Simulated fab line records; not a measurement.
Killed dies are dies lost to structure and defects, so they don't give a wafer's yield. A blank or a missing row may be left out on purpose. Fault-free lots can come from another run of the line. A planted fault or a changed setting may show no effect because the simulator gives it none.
fab line records | flow n5Finfet
record: lots: 7 wafers: 21
route steps=1938 shown BEOL_M0_SAQP@671 BEOL_M0_CUTY@711 BEOL_M0@715 BEOL_M2@857 BEOL_M3@980 BEOL_M4@1026
startH: start of the lot's first displayed wafer, in hours after the record's first day | waitH: hours since the lot's step before | " unchanged from the row above | L1.1+2: one row covering several wafers at once | - value missing, or start not given | * or withheld: withheld | < > ~ a bound
route shown NAME@n: NAME is a module with steps in the file, n the number in the route of the first one | usual: mean/standard deviation taken from wafers without a fault | same: alike in all rows | chamber/n: place in a boat | sites: per-site readings | _std_site: the values' standard deviation | _edge_site: inner sites' mean taken away from outer sites' mean | radiusMm: for every site, how far away it sits from the centre of the wafer | mask NAME#n: copy n | behind: the most recent tool/chamber to have shaped the wafer | hold: reason for holding the lot/hours on hold/outcome of the hold | device: the n, p or np transistor that did not switch | end of line: tests of these same wafers at the route's end | a step given without rows: its recipe and nothing more | killed: at the first sort, the dies lost to defects and structure; wafer yield is something else | map: a wafer's dies, x killed, . not, _ none there
set.NAME: the setting the step ran with; set.NAME@STEP: the setting that earlier step ran with | model.NAME: the simulator's own value behind a step, which no gauge read
lots with deliberately changed settings; one table per step, one row per wafer
== steps ==
step: N5_BEOL_M0_SAQP_COAT_105
recipe: resist: SOC tempC: 250 timeS: 60 spinRpm: 1500 resistThkNm: 100
columns lot.wafer tool chamber startH waitH set.spinRpm model.SOC_of_BEOL_M0_SAQP_COAT_105.thkNm
L075.2+5 lithoTrack-04 0 117.44 0.3 1500 100.4
L075.6 " 0 " " 1500 100.6
L076.2 lithoTrack-05 0 124.34 0.3 1404 103.8
L076.4 " 0 " " 1500 100
L076.6 " 0 " " 1404 104
L084.3 lithoTrack-05 0 171.76 0.2 1500 100.2
L084.4+5 " 0 " " 1500 100.4
L088.3 lithoTrack-05 0 195.18 0.2 1500 100.2
L088.4 " 0 " " 1546 99.2
L088.5 " 0 " " 1500 100.4
L091.3+5 lithoTrack-04 0 210.46 0.2 1500 99.8
L091.6 " 0 " " 1387 104
L093.2 lithoTrack-05 0 225.50 0.3 1631 96
L093.3 " 0 " " 1500 99.8
L093.4 " 0 " " 1500 100.4
L095.2 lithoTrack-05 0 232.91 0.3 1500 100.4
L095.3+5 " 0 " " 1500 100.8
step: N5_BEOL_M0_SAQP_ETCH_106
recipe: chemistry: N2/H2 target: SOC targetDepthA: 1500 stopOn: SiNx ionEnergyEv: 100 biasW: 61 pressureMtorr: 30 sourceW: 850 n2FlowSccm: 200 h2FlowSccm: 200
columns lot.wafer tool chamber startH waitH set.spinRpm@BEOL_M0_SAQP_COAT_105 model.SOC_of_BEOL_M0_SAQP_COAT_105.thkNm
L075.2+6 rieDiel-02 0,2 117.50 - 1500 24.2
L075.5 " 3 " " 1500 24.6
L076.2 rieDiel-05 3 124.40 - 1404 27.4
L076.4 " 0 " " 1500 24.2
L076.6 " 1 " " 1404 29.4
L084.3 rieDiel-02 2 171.95 - 1500 23.8
L084.4 " 1 " " 1500 24
L084.5 " 2 " " 1500 23.6
L088.3 rieDiel-05 1 195.29 - 1500 25.4
L088.4 " 3 " " 1546 21.8
L088.5 " 2 " " 1500 24.2
L091.3 rieDiel-05 2 210.56 - 1500 25.4
L091.5 " 0 " " 1500 24
L091.6 " 1 " " 1387 29.6
L093.2 rieDiel-03 2 225.88 - 1631 17.8
L093.3 " 1 " " 1500 22.4
L093.4 " 0 " " 1500 23.8
L095.2 rieDiel-03 2 232.97 - 1500 23
L095.3 " 3 " " 1500 25.4
L095.5 " 0 " " 1500 24.2
step: N5_BEOL_M0_SAQP_ETCH_107
recipe: chemistry: CH3F/O2 target: SiNx targetDepthA: 300 maskMaterial: SOC pressureMtorr: 30 sourceW: 395 biasW: 73 Ar_flow_sccm: 150 CH3F_flow_sccm: 30 O2_flow_sccm: 20 ionEnergyEv: 120
columns lot.wafer tool chamber startH waitH set.spinRpm@BEOL_M0_SAQP_COAT_105 model.SOC_of_BEOL_M0_SAQP_COAT_105.thkNm
L075.2+6 rieDiel-02 0,2 117.56 0.0 1500 13.2
L075.5 " 3 " " 1500 13.6
L076.2 rieDiel-05 3 124.46 0.0 1404 16.4
L076.4 " 0 " " 1500 13.2
L076.6 " 1 " " 1404 18.6
L084.3 rieDiel-02 2 172.01 0.0 1500 12.8
L084.4 " 1 " " 1500 13
L084.5 " 2 " " 1500 12.6
L088.3 rieDiel-05 1 195.35 0.0 1500 15
L088.4 " 3 " " 1546 11
L088.5 " 2 " " 1500 13.6
L091.3 rieDiel-05 2 210.62 0.0 1500 14.6
L091.5 " 0 " " 1500 13.2
L091.6 " 1 " " 1387 19
L093.2 rieDiel-03 2 225.94 0.0 1631 6.8
L093.3 " 1 " " 1500 11.6
L093.4 " 0 " " 1500 13
L095.2 rieDiel-03 2 233.03 0.0 1500 12
L095.3 " 3 " " 1500 14.6
L095.5 " 0 " " 1500 13.2
step: N5_BEOL_M0_SAQP_SPACER2_ALD_26
recipe: material: SiO2 targetThkA: 150 tempC: 300 aldPrecursorFamily: BDEAS aldCoReactant: O2-plasma pulseTimeS: 1 purgeTimeS: 2 coReactantPurgeTimeS: 2 pressureTorr: 2
columns lot.wafer tool chamber startH waitH set.targetThkA model.SiO2_of_BEOL_M0_SAQP_SPACER2_ALD_26.thkNm
L075.2 aldSin-02 3 117.80 0.1 150 15
L075.5+6 " 0,3 " " 150 15.2
L076.2+4+6 aldSin-02 3,1,3 124.70 0.1 150 15
L084.3 aldSin-04 2 172.38 0.2 136.9 13.8
L084.4 " 2 " " 150 15
L084.5 " 0 " " 136.9 13.6
L088.3 aldSin-02 3 195.60 0.1 150 15
L088.4+5 " 2,3 " " 136.3 13.6
L091.3+5+6 aldSin-03 3,1,0 210.87 0.1 150 15
L093.2 aldSin-04 0 226.18 0.1 150 15
L093.3+4 " 3,1 " " 150 15.2
L095.2+5 aldSin-03 2,0 233.37 0.2 150 15
L095.3 " 3 " " 150 14.8
step: N5_BEOL_M0_SAQP_SPACER2_ETCHBACK_27
recipe: chemistry: CHF3/O2 mode: anisotropicEtchback target: SiO2 targetDepthA: 225 timeS: 11.25 pressureMtorr: 30 sourceW: 650 biasW: 170 Ar_flow_sccm: 200 CHF3_flow_sccm: 50 O2_flow_sccm: 5 ionEnergyEv: 200
step: N5_BEOL_M0_SAQP_MANDREL2_REMOVE_110
recipe: chemistry: HBr/Cl2/O2 btTimeS: 10 target: a-Si stopOn: SiCN endpoint: OES-SiCl overEtchFrac: 1 icpW: 600 biasW: 30 HBr_flow_sccm: 150 Cl2_flow_sccm: 80 O2_flow_sccm: 5 pressureMtorr: 10
columns lot.wafer tool chamber startH waitH set.targetThkA@BEOL_M0_SAQP_SPACER2_ALD_26 model.BEOL_M0_SAQP.cdNm
L075.2+5+6 rieSi-05 3,2,3 118.44 0.1 150 15.2
L076.2+4+6 rieSi-01 0,2,3 125.34 0.1 150 15
L084.3 rieSi-03 1 173.01 0.1 136.9 13.8
L084.4 " 3 " " 150 15
L084.5 " 0 " " 136.9 13.6
L088.3 rieSi-05 3 196.23 0.1 150 15
L088.4 " 0 " " 136.3 13.8
L088.5 " 0 " " 136.3 13.6
L091.3+5+6 rieSi-05 0,1,2 211.51 0.1 150 15
L093.2 rieSi-03 3 226.82 0.1 150 15
L093.3 " 1 " " 150 15.2
L093.4 " 0 " " 150 15.4
L095.2 rieSi-05 0 234.01 0.1 150 15
L095.3+5 " 3,2 " " 150 14.8
step: N5_BEOL_M0_SAQP_COAT_69
recipe: resist: SOC tempC: 250 timeS: 60 spinRpm: 1500 resistThkNm: 90
step: N5_BEOL_M0_CUTY_DESCUM_61
recipe: chemistry: O2 timeS: 7.9 sourcePowerW: 50 biasPowerW: 20 pressureMtorr: 20 rfFrequencyHz: 2.712e+07 tempC: 40 resist: CAR-ArF-block o2FlowSccm: 225
step: N5_BEOL_M0_CUTY_ETCH_62
recipe: chemistry: CF4 target: SiARC maskMaterial: CAR-ArF-block timeS: 58.5 ionEnergyEv: 80 pressureMtorr: 40 sourceW: 545 biasW: 36 Ar_flow_sccm: 100 cf4FlowSccm: 100 ends: cleared
step: N5_BEOL_M0_CUTY_ETCH_63
recipe: chemistry: N2/H2 target: SOC targetDepthA: 827 overetchA: 165 maskMaterial: SiARC tempC: 40 ionEnergyEv: 200 timeS: 124 pressureMtorr: 30 sourceW: 840 biasW: 150 n2FlowSccm: 200 h2FlowSccm: 200
columns lot.wafer tool chamber startH waitH set.targetThkA@BEOL_M0_SAQP_SPACER2_ALD_26 model.SiO2_of_BEOL_M0_SAQP_SPACER2_ALD_26.thkNm
L075.2+5+6 rieDiel-06 1,2,3 120.51 0.0 150 7.2
L076.2+4 rieDiel-01 0,2 127.43 0.0 150 7.2
L076.6 " 2 " " 150 7
L084.3+5 rieDiel-01 3,2 176.02 0.0 136.9 5.8
L084.4 " 0 " " 150 7
L088.3 rieDiel-01 1 198.24 0.0 150 7
L088.4+5 " 3 " " 136.3 5.8
L091.3 rieDiel-04 1 213.89 0.0 150 7.2
L091.5+6 " 2,3 " " 150 7
L093.2 rieDiel-04 0 228.83 0.0 150 7
L093.3+4 " 2,3 " " 150 7.2
L095.2+3+5 rieDiel-06 1,2,1 236.03 0.0 150 7
step: N5_BEOL_M0_CUTY_STRIP_64
recipe: chemistry: N2/H2 tempC: 40 n2FlowSccm: 200 h2FlowSccm: 200 rfFrequencyHz: 6e+07
step: N5_BEOL_M0_ETCH_138
recipe: chemistry: CH3F/O2 targetDepthA: 120 target: SiCN timeS: 31.6 ionEnergyEv: 120 pressureMtorr: 30 sourceW: 395 biasW: 75 Ar_flow_sccm: 150 CH3F_flow_sccm: 30 O2_flow_sccm: 20 ends: cleared
columns lot.wafer tool chamber startH waitH set.targetThkA@BEOL_M0_SAQP_SPACER2_ALD_26 model.SiO2_of_BEOL_M0_SAQP_SPACER2_ALD_26.thkNm
L075.2+5+6 rieDiel-06 1,2,3 120.63 0.0 150 5.2
L076.2+4 rieDiel-01 0,2 127.56 0.0 150 5.2
L076.6 " 2 " " 150 5
L084.3+5 rieDiel-01 3,2 176.14 0.0 136.9 3.8
L084.4 " 0 " " 150 5
L088.3 rieDiel-01 1 198.37 0.0 150 5
L088.4 " 3 " " 136.3 3.8
L088.5 " 3 " " 136.3 3.6
L091.3 rieDiel-04 1 214.01 0.0 150 5.2
L091.5+6 " 2,3 " " 150 5
L093.2 rieDiel-04 0 228.95 0.0 150 5
L093.3+4 " 2,3 " " 150 5.2
L095.2 rieDiel-06 1 236.16 0.0 150 5.2
L095.3+5 " 2,1 " " 150 5
step: N5_BEOL_M0_HM_OPEN_105
recipe: chemistry: Cl2/BCl3 targetDepthA: 120 target: TiN ionEnergyEv: 150 pressureMtorr: 10 icpW: 1000 biasW: 126 Cl2_flow_sccm: 53.25 bcl3FlowSccm: 21.75 Ar_flow_sccm: 25
columns lot.wafer tool chamber startH waitH set.targetThkA@BEOL_M0_SAQP_SPACER2_ALD_26 model.SiO2_of_BEOL_M0_SAQP_SPACER2_ALD_26.thkNm
L075.2+5+6 rieMetal-03 0,0,1 120.73 0.1 150 2.8
L076.2+6 rieMetal-03 0,1 130.09 2.5 150 2.6
L076.4 " 1 " " 150 2.8
L084.3+5 rieMetal-02 0 176.56 0.4 136.9 1.8
L084.4 " 1 " " 150 2.6
L088.3 rieMetal-01 0 199.45 1.0 150 2.6
L088.4+5 " 1,0 " " 136.3 1.8
L091.3 rieMetal-02 1 215.55 1.5 150 2.8
L091.5+6 " 1,0 " " 150 2.6
L093.2 rieMetal-02 1 229.05 0.1 150 2.6
L093.3+4 " 1,0 " " 150 2.8
L095.2 rieMetal-03 1 239.91 3.7 150 2.8
L095.3+5 " 0 " " 150 2.6
step: N5_BEOL_M2_DESCUM_16
recipe: chemistry: O2 timeS: 7 sourcePowerW: 50 biasPowerW: 20 pressureMtorr: 20 rfFrequencyHz: 2.712e+07 tempC: 40 resist: CAR-EUV o2FlowSccm: 225
columns lot.wafer tool chamber startH waitH set.timeS model.CAR-EUV_of_BEOL_M2_COAT_05.thkNm
L075.2+6 rieDiel-04 0 143.22 0.0 7 26.2
L075.5 " 3 " " 7 26
L076.2+4+6 rieDiel-04 1,1,3 144.23 0.0 7 26.2
L084.3+5 rieDiel-01 1,0 194.82 0.2 7 26
L084.4 " 3 " " 6.163 26.4
L088.3 rieDiel-01 2 214.35 0.1 8.372 25.4
L088.4 " 1 " " 7 26
L088.5 " 2 " " 7 26.2
L091.3+5 rieDiel-04 0,1 230.79 0.0 8.079 25.2
L091.6 " 0 " " 7 25.8
L093.2+3 rieDiel-04 2,0 249.19 0.0 6.556 26.2
L093.4 " 3 " " 7 26
L095.2+3+5 rieDiel-06 3,2,0 262.01 0.1 7 26
step: N5_BEOL_M3_TRENCH_ETCH_37
recipe: chemistry: C4F6/O2 targetDepthA: 555.55 target: SiOC timeS: 29.2 ionEnergyEv: 250 pressureMtorr: 30 sourceW: 355 biasW: 185 Ar_flow_sccm: 300 C4F6_flow_sccm: 10 O2_flow_sccm: 10
columns lot.wafer tool chamber startH waitH set.timeS model.BEOL_M3.featureDepthNm model.etch.depthNm model.TiN_of_BEOL_M3_HM_DEP_02.thkNm
L076.2 rieDiel-05 0 - - 30.98 58.4 58.46 17.4
L076.4 " 1 " " 29.2 54.2 54.13 17.4
L076.6 " 3 " " 29.2 56.4 56.3 17.6
L075.2 rieDiel-02 2 - - 29.2 56.4 56.39 17.6
L075.5 " 0 " " 23.25 45.2 45.17 18
L075.6 " 3 " " 29.2 56.4 56.32 17.6
L084.3 rieDiel-03 2 - - 22.66 43.4 43.48 18
L084.4 " 3 " " 29.2 54.4 54.39 17.6
L084.5 " 2 " " 29.2 56.2 56.12 17.6
L088.3 rieDiel-05 3 - - 29.2 55.4 55.35 17.2
L088.4 " 2 " " 29.2 54.4 54.36 17.6
L088.5 " 0 " " 29.2 55.2 55.13 17.4
L091.3 rieDiel-03 1 - - 23.25 44.4 44.44 17.8
L091.5 " 3 " " 29.2 55 55.05 17.2
L091.6 " 1 " " 29.2 56.2 56.1 17.4
L093.2 rieDiel-03 2 - - 29.2 56 56.03 17.6
L093.3 " 0 " " 29.2 55.2 55.27 17.6
L093.4 " 3 " " 22.94 43 43.07 18.2
L095.2 rieDiel-02 0 - - 29.2 55.4 55.46 17.8
L095.3 " 3 " " 29.2 54.6 54.68 18
L095.5 " 3 " " 29.2 54.8 54.74 18
step: N5_BEOL_M3_ETCH_41
recipe: chemistry: CH3F/O2 target: SiCN targetDepthA: 299 taperDeg: 2 timeS: 52.5 ionEnergyEv: 120 maskMaterial: TiN pressureMtorr: 30 sourceW: 395 biasW: 75 Ar_flow_sccm: 150 CH3F_flow_sccm: 30 O2_flow_sccm: 20
step: N5_BEOL_M3_STRIP_97
recipe: chemistry: N2/H2 timeS: 10 powerW: 450 tempC: 40 pressureMtorr: 20 rfFrequencyHz: 6e+07 biasPowerW: 7 n2FlowSccm: 200 h2FlowSccm: 200
step: N5_BEOL_M3_OCD_MEAS_38
usual: trenchDepthNm: 55.5/0.85
columns lot.wafer tool chamber startH waitH set.timeS@BEOL_M3_TRENCH_ETCH_37 trenchDepthNm
L076.2 ocd-02 - 160.53 - 30.98 58.5
L076.4 " - " " 29.2 54.2
L076.6 " - " " 29.2 56.7
L075.2 ocd-02 - 161.27 - 29.2 56.8
L075.5 " - " " 23.25 45.0
L075.6 " - " " 29.2 56.5
L084.3 ocd-01 - 212.59 - 22.66 43.7
L084.4 " - " " 29.2 54.7
L084.5 " - " " 29.2 55.6
L088.3 ocd-01 - 229.29 - 29.2 55.5
L088.4 " - " " 29.2 53.9
L088.5 " - " " 29.2 55.2
L091.3 ocd-01 - 249.29 - 23.25 44.6
L091.5 " - " " 29.2 55.4
L091.6 " - " " 29.2 55.8
L093.2 ocd-01 - 267.12 - 29.2 56.4
L093.3 " - " " 29.2 55.3
L093.4 " - " " 22.94 43.3
L095.2 ocd-02 - 280.71 - 29.2 55.5
L095.3 " - " " 29.2 55.1
L095.5 " - " " 29.2 54.7
step: N5_BEOL_M4_COAT_62
recipe: resist: SiARC tempC: 220 timeS: 60 spinRpm: 1500 resistThkNm: 12
columns lot.wafer tool chamber startH waitH set.spinRpm model.SiARC_of_BEOL_M4_COAT_62.thkNm
L076.2+6 lithoTrack-01 0 - - 1500 12
L076.4 " 0 " " 1441 12.2
L075.2+5 lithoTrack-05 0 - - 1643 11.4
L075.6 " 0 " " 1500 12
L084.3+4+5 lithoTrack-05 0 - - 1394 12.4
L088.3+5 lithoTrack-05 0 - - 1500 12
L088.4 " 0 " " 1415 12.4
L091.3+5+6 lithoTrack-05 0 - - 1500 12
L093.2+3+4 lithoTrack-04 0 - - 1500 12
L095.2+3+5 lithoTrack-05 0 - - 1500 12
step: N5_BEOL_M4_COAT_05
recipe: resist: CAR-EUV spinRpm: 1500 resistThkNm: 30
columns lot.wafer tool chamber startH waitH set.spinRpm model.CAR-EUV_of_BEOL_M4_COAT_05.thkNm
L076.2+4 lithoTrack-01 0 - - 1441 30.6
L076.6 " 0 " " 1500 30.2
L075.2 lithoTrack-05 0 - - 1585 29.2
L075.5+6 " 0 " " 1500 30
L084.3+5 lithoTrack-05 0 - - 1500 30
L084.4 " 0 " " 1408 31
L088.3+5 lithoTrack-05 0 - - 1500 30
L088.4 " 0 " " 1544 29.6
L091.3 lithoTrack-05 0 - - 1500 30.2
L091.5 " 0 " " 1650 28.6
L091.6 " 0 " " 1650 28.8
L093.2 lithoTrack-04 0 - - 1500 30
L093.3 " 0 " " 1563 29.4
L093.4 " 0 " " 1500 30.2
L095.2+3+5 lithoTrack-05 0 - - 1500 30
step: N5_BEOL_M4_EBR_07
recipe: solvent: PGMEA ebrWidthMm: 1.5
step: N5_BEOL_M4_SOFTBAKE_06
recipe: tempC: 110 timeS: 60 resist: CAR-EUV
step: N5_BEOL_M4_EXPOSE_08
recipe: maskId: M4 na: 0.33 sourceShape: dipole sigmaInner: 0.369 sigmaOuter: 0.767 polarization: unpolarized doseMj: 41.25
step: N5_BEOL_M4_PEB_09
recipe: pebTempC: 100 pebTimeS: 60 resist: CAR-EUV
step: N5_BEOL_M4_DEVELOP_10
recipe: developTimeS: 30 developer: TMAH resist: CAR-EUV rinseLiquid: surfactantRinse dry: airSpin devTempC: 23
columns lot.wafer tool chamber startH waitH set.spinRpm@BEOL_M4_COAT_05 model.CAR-EUV_of_BEOL_M4_COAT_05.thkNm
L076.2+4 lithoTrack-01 0 - - 1441 30.2
L076.6 " 0 " " 1500 29.6
L075.2 lithoTrack-01 0 - - 1585 28.8
L075.5 " 0 " " 1500 29.6
L075.6 " 0 " " 1500 29.4
L084.3+5 lithoTrack-01 0 - - 1500 29.6
L084.4 " 0 " " 1408 30.6
L088.3+5 lithoTrack-05 0 - - 1500 29.6
L088.4 " 0 " " 1544 29.2
L091.3 lithoTrack-01 0 - - 1500 29.6
L091.5+6 " 0 " " 1650 28.2
L093.2+4 lithoTrack-01 0 - - 1500 29.6
L093.3 " 0 " " 1563 29
L095.2+3+5 lithoTrack-05 0 - - 1500 29.6
step: N5_BEOL_M4_DESCUM_16
recipe: chemistry: O2 timeS: 7 sourcePowerW: 50 biasPowerW: 20 pressureMtorr: 20 rfFrequencyHz: 2.712e+07 tempC: 40 resist: CAR-EUV o2FlowSccm: 225
step: N5_BEOL_M4_ETCH_74
recipe: chemistry: N2/H2 target: underlayer targetDepthA: 65 maskMaterial: CAR-EUV timeS: 5.2 ionEnergyEv: 200 pressureMtorr: 30 sourceW: 840 biasW: 150 n2FlowSccm: 200 h2FlowSccm: 200 ends: cleared
step: N5_BEOL_M4_ETCH_63
recipe: chemistry: CF4 target: SiARC targetDepthA: 156 maskMaterial: CAR-EUV timeS: 26 ionEnergyEv: 80 pressureMtorr: 40 sourceW: 545 biasW: 36 Ar_flow_sccm: 100 cf4FlowSccm: 100 ends: cleared
columns lot.wafer tool chamber startH waitH set.spinRpm@BEOL_M4_COAT_62 model.etch.depthNm
L076.2 rieDiel-01 0 167.49 0.0 1500 11.98
L076.4 " 3 " " 1441 12.27
L076.6 " 3 " " 1500 12.01
L075.2 rieDiel-04 2 168.06 0.0 1643 11.44
L075.5 " 3 " " 1643 11.46
L075.6 " 2 " " 1500 11.96
L084.3 rieDiel-01 1 218.79 0.0 1394 12.47
L084.4+5 " 3,1 " " 1394 12.49
L088.3 rieDiel-04 2 234.22 0.0 1500 11.99
L088.4 " 3 " " 1415 12.34
L088.5 " 1 " " 1500 12.02
L091.3 rieDiel-01 0 255.68 0.0 1500 12.06
L091.5 " 0 " " 1500 12
L091.6 " 3 " " 1500 12.01
L093.2 rieDiel-04 2 273.76 0.0 1500 11.99
L093.3+4 " 3,1 " " 1500 12
L095.2 rieDiel-01 2 287.50 0.0 1500 12.01
L095.3+5 " 3,1 " " 1500 12.03
== key ==
split: step: N5_BEOL_M0_SAQP_COAT_105 setting: spinRpm stated: 1500 by: wafer
response: step: N5_BEOL_M0_SAQP_COAT_105 reading: model.SOC_of_BEOL_M0_SAQP_COAT_105.thkNm change: -0.522 per: 1% r: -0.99
response: step: N5_BEOL_M0_SAQP_ETCH_106 reading: model.SOC_of_BEOL_M0_SAQP_COAT_105.thkNm change: -0.65 per: 1% r: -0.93
response: step: N5_BEOL_M0_SAQP_ETCH_107 reading: model.SOC_of_BEOL_M0_SAQP_COAT_105.thkNm change: -0.677 per: 1% r: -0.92
split: step: N5_BEOL_M0_SAQP_SPACER2_ALD_26 setting: targetThkA stated: 150 by: wafer
response: step: N5_BEOL_M0_SAQP_SPACER2_ALD_26 reading: model.SiO2_of_BEOL_M0_SAQP_SPACER2_ALD_26.thkNm change: +0.151 per: 1% r: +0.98
response: step: N5_BEOL_M0_SAQP_MANDREL2_REMOVE_110 reading: model.BEOL_M0_SAQP.cdNm change: +0.145 per: 1% r: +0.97
response: step: N5_BEOL_M0_CUTY_ETCH_63 reading: model.SiO2_of_BEOL_M0_SAQP_SPACER2_ALD_26.thkNm change: +0.134 per: 1% r: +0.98
response: step: N5_BEOL_M0_ETCH_138 reading: model.SiO2_of_BEOL_M0_SAQP_SPACER2_ALD_26.thkNm change: +0.14 per: 1% r: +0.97
response: step: N5_BEOL_M0_HM_OPEN_105 reading: model.SiO2_of_BEOL_M0_SAQP_SPACER2_ALD_26.thkNm change: +0.0895 per: 1% r: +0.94
split: step: N5_BEOL_M2_DESCUM_16 setting: timeS stated: 7 by: wafer
response: step: N5_BEOL_M2_DESCUM_16 reading: model.CAR-EUV_of_BEOL_M2_COAT_05.thkNm change: -0.0361 per: 1% r: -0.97
split: step: N5_BEOL_M3_TRENCH_ETCH_37 setting: timeS stated: 29.2 by: wafer
response: step: N5_BEOL_M3_TRENCH_ETCH_37 reading: model.BEOL_M3.featureDepthNm change: +0.553 per: 1% r: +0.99
response: step: N5_BEOL_M3_TRENCH_ETCH_37 reading: model.etch.depthNm change: +0.551 per: 1% r: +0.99
response: step: N5_BEOL_M3_TRENCH_ETCH_37 reading: model.TiN_of_BEOL_M3_HM_DEP_02.thkNm change: -0.0223 per: 1% r: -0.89
response: step: N5_BEOL_M3_OCD_MEAS_38 reading: trenchDepthNm change: +0.551 per: 1% r: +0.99
split: step: N5_BEOL_M4_COAT_62 setting: spinRpm stated: 1500 by: wafer
response: step: N5_BEOL_M4_COAT_62 reading: model.SiARC_of_BEOL_M4_COAT_62.thkNm change: -0.0634 per: 1% r: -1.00
response: step: N5_BEOL_M4_ETCH_63 reading: model.etch.depthNm change: -0.0563 per: 1% r: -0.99
split: step: N5_BEOL_M4_COAT_05 setting: spinRpm stated: 1500 by: wafer
response: step: N5_BEOL_M4_COAT_05 reading: model.CAR-EUV_of_BEOL_M4_COAT_05.thkNm change: -0.148 per: 1% r: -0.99
response: step: N5_BEOL_M4_DEVELOP_10 reading: model.CAR-EUV_of_BEOL_M4_COAT_05.thkNm change: -0.143 per: 1% r: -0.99
